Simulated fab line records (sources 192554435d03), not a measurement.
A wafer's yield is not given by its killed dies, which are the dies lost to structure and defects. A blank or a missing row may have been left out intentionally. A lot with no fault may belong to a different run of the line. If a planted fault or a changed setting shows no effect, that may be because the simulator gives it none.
Chamber matching | flow n5Finfet | N5_BEOL_M11_ALD_74 on aldMetal-03: 4 sister chambers
The step deposits TaN, target thk 2 nm, pulse time 2 s, purge time 3 s. 8 wafers are shown with their chamber, then 7 later ones without.

## WAFERS PAIRED WITH THEIR CHAMBERS
wafer  | chamber | heaterPowerW (W) | chamberPressureTorr (Torr)
L103.4 | 1       | 334              | 2.996
L110.2 | 1       | 334              | 3.003
L110.3 | 3       | 433              | 3.000
L110.4 | 0       | 383              | 3.007
L111.4 | 0       | 375              | 2.995
L111.5 | 2       | 418              | 2.997
L111.6 | 3       | 429              | 3.003
L112.2 | 2       | 420              | 3.003

## WAFERS MISSING THEIR CHAMBER
wafer  | heaterPowerW (W) | chamberPressureTorr (Torr)
L112.6 | 440              | 3.002
L117.3 | 368              | 2.999
L114.2 | 428              | 3.003
L114.6 | 425              | 2.995
L109.1 | 430              | 3.002
L109.3 | 377              | 3.013
L109.6 | 369              | 2.999

## WHICH CHAMBER EACH WENT THROUGH
wafer  | from the rows above     | in truth
L112.6 | 3                       | 3
L117.3 | 0                       | 0
L114.2 | can't be placed: 3 or 2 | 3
L114.6 | can't be placed: 2 or 3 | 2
L109.1 | 3                       | 3
L109.3 | 0                       | 0
L109.6 | 0                       | 0
Correctly placed: 5 of 7. From these rows, 2 cannot be placed; in 2 the true chamber is one of the candidates. Wrongly placed: 0.
How it was worked out, from the rows above alone: a wafer's distance from a chamber is the root of the sum, over the readings, of the square of ((its reading less the chamber's mean) divided by the reading's scatter). The wafer belongs to the nearest chamber; if the next one is less than 2 further off, it can't be placed. Each chamber's mean is taken over the wafers shown for it. The scatter is the square root of a quotient: the sum, over the shown wafers, of each reading's squared deviation from its chamber's mean, divided by wafers minus chambers.
